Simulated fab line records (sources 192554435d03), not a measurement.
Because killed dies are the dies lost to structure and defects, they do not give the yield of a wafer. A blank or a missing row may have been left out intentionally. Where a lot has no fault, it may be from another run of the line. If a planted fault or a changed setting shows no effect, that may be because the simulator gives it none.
Which tool is to blame? | flow n5Finfet | 30 wafers from 10 lots sampled at 5 of the route's 1938 steps

== WHAT THE GAUGES SHOWED, per wafer ==
N5_WELL_APT_OVL_MEAS_09. Usual: for NWELL_OVL the level is 5 nm and the standard deviation is 5.5.
lot  | measured    | on         | NWELL_OVL (nm) | flag
L473 | day 1 19:43 | overlay-01 | 10 8 5         | 
L478 | day 3 01:43 | overlay-01 | 6 5 5          | 
L481 | day 3 19:43 | overlay-02 | 3 8 2          | 
L482 | day 4 01:50 | overlay-01 | -3 -5 -2       | 
L483 | day 4 07:47 | overlay-01 | 11 8 6         | 
L490 | day 6 01:43 | overlay-01 | 4 1 5          | 
L491 | day 6 07:35 | overlay-01 | 2 4 3          | 
L493 | day 6 19:50 | overlay-02 | -4 3 6         | 
L494 | day 7 01:50 | overlay-02 | 2 3 9          | 
L495 | day 7 07:43 | overlay-02 | 4 9 4          | 

N5_BEOL_M4_RC_MEAS_101. Usual: DIBL_N 36.3 mV/V, standard deviation 1.6; DIBL_P 36.5 mV/V, standard deviation 1.6; IOFF_N 0.163 nA/um, standard deviation 0.026; IOFF_P 0.22 nA/um, standard deviation 0.033; ION_N 676 uA/um, standard deviation 9.9; ION_P 464 uA/um, standard deviation 6.5; RS_PWELL 3013 ohm/sq, standard deviation 23; SS_N 71.5 mV/dec, standard deviation 0.5; SS_P 73.3 mV/dec, standard deviation 0.64; VT_N 249.3 mV, standard deviation 2.9; VT_P -250 mV, standard deviation 3.2.
lot  | measured     | on        | DIBL_N (mV/V)  | DIBL_P (mV/V)  | IOFF_N (nA/um)    | IOFF_P (nA/um) | ION_N (uA/um) | ION_P (uA/um) | RS_PWELL (ohm/sq) | SS_N (mV/dec)  | SS_P (mV/dec)  | VT_N (mV)         | VT_P (mV)      | flag
L473 | day 9 01:08  | prober-01 | 37.5 38.1 38.2 | 36.8 38.0 38.0 | 0.167 0.175 0.187 | 0.23 0.25 0.26 | 666 671 680   | 457 462 468   | 3004 2996 2949    | 71.6 71.3 72.5 | 74.2 73.7 74.3 | 248.8 248.0 248.9 | -249 -244 -246 | 
L478 | day 9 23:01  | prober-01 | 35.5 38.1 35.7 | 36.1 38.4 36.6 | 0.146 0.192 0.154 | 0.20 0.24 0.21 | 666 687 680   | 453 462 468   | 3047 3028 3011    | 71.3 71.6 70.6 | 73.2 73.6 73.5 | 252.9 246.5 246.8 | -253 -249 -251 | 
L481 | day 10 18:48 | prober-02 | 38.9 39.5 39.1 | 37.9 38.2 37.9 | 0.219 0.237 0.224 | 0.28 0.28 0.28 | 683 690 696   | 474 469 473   | 22672 22627 22801 | 72.0 72.1 72.5 | 73.7 74.2 73.8 | 246.9 242.8 244.1 | -247 -246 -245 | OFF
L482 | day 11 14:23 | prober-02 | 35.8 36.0 35.4 | 36.2 36.5 35.6 | 0.167 0.166 0.154 | 0.22 0.22 0.21 | 675 677 667   | 464 463 458   | 22529 22490 22608 | 71.6 70.6 71.2 | 73.8 73.2 73.4 | 249.9 249.9 250.9 | -248 -248 -249 | OFF
L483 | day 11 17:46 | prober-01 | 35.7 33.8 35.5 | 35.7 33.9 36.0 | 0.161 0.134 0.159 | 0.22 0.20 0.23 | 680 664 672   | 465 467 460   | 22292 22307 22349 | 71.3 70.6 71.8 | 73.0 72.6 73.0 | 248.3 249.7 250.0 | -249 -249 -248 | OFF
L490 | day 12 18:37 | prober-01 | 37.5 35.4 36.4 | 35.8 34.7 35.1 | 0.166 0.140 0.143 | 0.21 0.20 0.20 | 678 668 668   | 463 462 460   | 2976 2969 3008    | 71.2 71.3 71.1 | 73.0 72.8 72.6 | 249.6 248.2 247.9 | -249 -251 -252 | 
L491 | day 13 19:29 | prober-01 | 33.9 34.3 34.3 | 34.1 34.0 33.9 | 0.123 0.123 0.128 | 0.21 0.20 0.21 | 676 665 663   | 477 459 467   | 3022 3004 3004    | 71.4 71.0 71.2 | 72.4 73.1 72.2 | 255.8 254.4 256.5 | -246 -248 -247 | 
L493 | day 13 21:23 | prober-01 | 35.9 35.8 35.9 | 35.8 36.3 36.1 | 0.146 0.143 0.152 | 0.20 0.20 0.20 | 667 671 675   | 459 467 462   | 3048 3060 3015    | 71.0 71.2 71.4 | 73.1 73.1 72.5 | 253.6 250.4 251.3 | -251 -253 -254 | 
L494 | day 14 04:17 | prober-01 | 36.0 34.9 35.7 | 37.1 35.2 36.3 | 0.169 0.145 0.164 | 0.22 0.19 0.22 | 669 662 672   | 465 456 462   | 3024 3029 3015    | 71.8 71.6 71.7 | 73.4 73.5 73.8 | 249.5 252.3 250.3 | -250 -251 -248 | 
L495 | day 14 08:29 | prober-01 | 36.3 36.5 38.5 | 35.8 35.5 39.0 | 0.173 0.165 0.217 | 0.24 0.23 0.30 | 681 671 696   | 463 462 473   | 2961 3009 3022    | 71.5 72.0 72.0 | 73.2 74.0 74.1 | 246.1 247.7 243.8 | -246 -246 -245 | 

== EACH LOT AND THE TOOL THAT RAN IT (in order: tool; ch and the chambers of the sampled wafers; start) ==
lot  | N5_ZERO_LAYER_STRIP_24             | N5_WELL_APT_DESCUM_30            | N5_WELL_APT_IMPLANT_31
L473 | plasmaAsher-02 ch 0,1, day 1 18:53 | rieDiel-04 ch 1,2,3, day 1 21:02 | implanter-02 ch 0, day 1 21:08
L478 | plasmaAsher-01 ch 0,1, day 3 01:01 | rieDiel-04 ch 0,1,2, day 3 03:42 | implanter-02 ch 0, day 3 03:48
L481 | plasmaAsher-02 ch 0,1, day 3 18:53 | rieDiel-03 ch 0,2, day 3 21:21   | implanter-01, day 3 21:29
L482 | plasmaAsher-02 ch 0,1, day 4 01:01 | rieDiel-01 ch 0,2, day 4 03:34   | implanter-01, day 4 03:40
L483 | plasmaAsher-01 ch 0,1, day 4 07:05 | rieDiel-03 ch 0,1, day 4 09:39   | implanter-02, day 4 09:45
L490 | plasmaAsher-02 ch 0,1, day 6 00:53 | rieDiel-03 ch 0,1,3, day 6 03:09 | implanter-02 ch 0, day 6 03:15
L491 | plasmaAsher-01 ch 0,1, day 6 06:55 | rieDiel-04 ch 1,3, day 6 08:52   | implanter-01 ch 0, day 6 09:01
L493 | plasmaAsher-02 ch 0, day 6 19:01   | rieDiel-04 ch 0,1,3, day 6 21:43 | implanter-01 ch 0, day 6 21:50
L494 | plasmaAsher-01 ch 0,1, day 7 01:01 | rieDiel-04 ch 2,3, day 7 03:08   | implanter-01 ch 0, day 7 03:14
L495 | plasmaAsher-01 ch 0,1, day 7 07:01 | rieDiel-01 ch 0,1,2, day 7 09:10 | implanter-02 ch 0, day 7 09:16
- N5_ZERO_LAYER_STRIP_24: strips in O2.
- N5_WELL_APT_DESCUM_30: chemistry O2, time 7.9 s.
- N5_WELL_APT_IMPLANT_31

== AS READ BY THE TOOLS THEMSELVES (means over the sampled wafers that have a number; for cases with no such wafer, the mark the record gives instead) ==
N5_ZERO_LAYER_STRIP_24. Usual: drypumpMotorCurrentA 5.4 A, standard deviation 0.47; heaterPowerW 334 W, standard deviation 23; oesProductAu 0.647 a.u., standard deviation 0.0049; stripTimeToEndpointS 43.80 s, standard deviation 0.1.
lot  | tool           | drypumpMotorCurrentA (A) | heaterPowerW (W) | oesProductAu (a.u.) | stripTimeToEndpointS (s) | flag
L473 | plasmaAsher-02 | 5.2                      | 332              | 0.645               | 43.66                    | 
L478 | plasmaAsher-01 | 5.3                      | 337              | 0.643               | 43.80                    | 
L481 | plasmaAsher-02 | 5.2                      | 332              | 0.649               | 43.77                    | 
L482 | plasmaAsher-02 | 5.5                      | 313              | 0.645               | 43.79                    | 
L483 | plasmaAsher-01 | 5.7                      | 346              | 0.648               | 43.84                    | 
L490 | plasmaAsher-02 | 5.5                      | 321              | 0.646               | 43.76                    | 
L491 | plasmaAsher-01 | 5.6                      | 351              | 0.649               | 43.77                    | 
L493 | plasmaAsher-02 | 5.8                      | 300              | 0.645               | 43.70                    | 
L494 | plasmaAsher-01 | 5.7                      | 349              | 0.642               | 43.99                    | 
L495 | plasmaAsher-01 | 5.3                      | 337              | 0.652               | 43.97                    | 

N5_WELL_APT_DESCUM_30. Usual: drypumpMotorCurrentA 5.8 A, standard deviation 0.37; oesProductAu 0.79 a.u., standard deviation 0.089; rfVppV 243.3 V, standard deviation 1.4; showerheadPlenumPTorr 2.10 Torr, standard deviation 0.079; throttleValvePct 20.45 %, standard deviation 0.25.
lot  | tool       | drypumpMotorCurrentA (A) | oesProductAu (a.u.) | rfVppV (V) | showerheadPlenumPTorr (Torr) | throttleValvePct (%) | flag
L473 | rieDiel-04 | 5.8                      | 0.72                | 242.8      | 2.04                         | 20.71                | 
L478 | rieDiel-04 | 5.8                      | 0.90                | 244.1      | 2.15                         | 20.32                | 
L481 | rieDiel-03 | 5.3                      | 0.76                | 244.7      | 2.16                         | 20.71                | 
L482 | rieDiel-01 | 6.1                      | 0.82                | 243.0      | 2.06                         | 20.17                | 
L483 | rieDiel-03 | 5.5                      | 0.68                | 242.0      | 2.06                         | 20.49                | 
L490 | rieDiel-03 | 5.8                      | 0.71                | 242.5      | 2.04                         | 20.49                | 
L491 | rieDiel-04 | 5.8                      | 0.88                | 245.0      | 2.22                         | 20.41                | 
L493 | rieDiel-04 | 5.8                      | 0.87                | 244.4      | 2.16                         | 20.28                | 
L494 | rieDiel-04 | 5.6                      | 0.80                | 244.2      | 2.18                         | 20.66                | 
L495 | rieDiel-01 | 6.0                      | 0.75                | 242.4      | 2.06                         | 20.34                | 

N5_WELL_APT_IMPLANT_31. Usual: beamEnergyKeV 60.004, standard deviation 0.017; beamOnS 9.98 s, standard deviation 0.19.
lot  | tool         | beamEnergyKeV | beamOnS (s) | flag
L473 | implanter-02 | 60.006        | 9.89        | 
L478 | implanter-02 | 59.998        | 9.87        | 
L481 | implanter-01 | -             | -           | OFF
L482 | implanter-01 | -             | -           | OFF
L483 | implanter-02 | -             | -           | OFF
L490 | implanter-02 | 60.007        | 9.99        | 
L491 | implanter-01 | 59.991        | 10.17       | 
L493 | implanter-01 | 59.998        | 10.03       | 
L494 | implanter-01 | 60.002        | 10.23       | 
L495 | implanter-02 | 59.999        | 9.79        | 

== THE ANSWER, worked out from the rows above alone ==
Rule: a lot counts as off when the mean over its wafers that have a number is more than 3 standard deviations away from the usual mean. A lot without any number at a reading at which 4 lots or more have one is off too. All remaining lots with rows at the step are treated as sound. After the gauges, taken in route order, come the tools' own readings; for these a lot's mean is taken, as printed above. At the first step where some lot is off, the reading lying furthest off is the one used; lots without a number count as furthest.
Off: L481, L482, L483, seen at N5_BEOL_M4_RC_MEAS_101 (RS_PWELL).
A tool fits if, at a process step before that reading, it ran every lot that is off, and no sound lot after the first of them. The gauges at N5_BEOL_M4_RC_MEAS_101 aren't tried: what is off there is off at N5_WELL_APT_IMPLANT_31 too, on other tools, and a gauge's error can't cause that. Not one of the candidates tried fits.

== WHAT WAS PUT IN BY THE SIMULATOR ==
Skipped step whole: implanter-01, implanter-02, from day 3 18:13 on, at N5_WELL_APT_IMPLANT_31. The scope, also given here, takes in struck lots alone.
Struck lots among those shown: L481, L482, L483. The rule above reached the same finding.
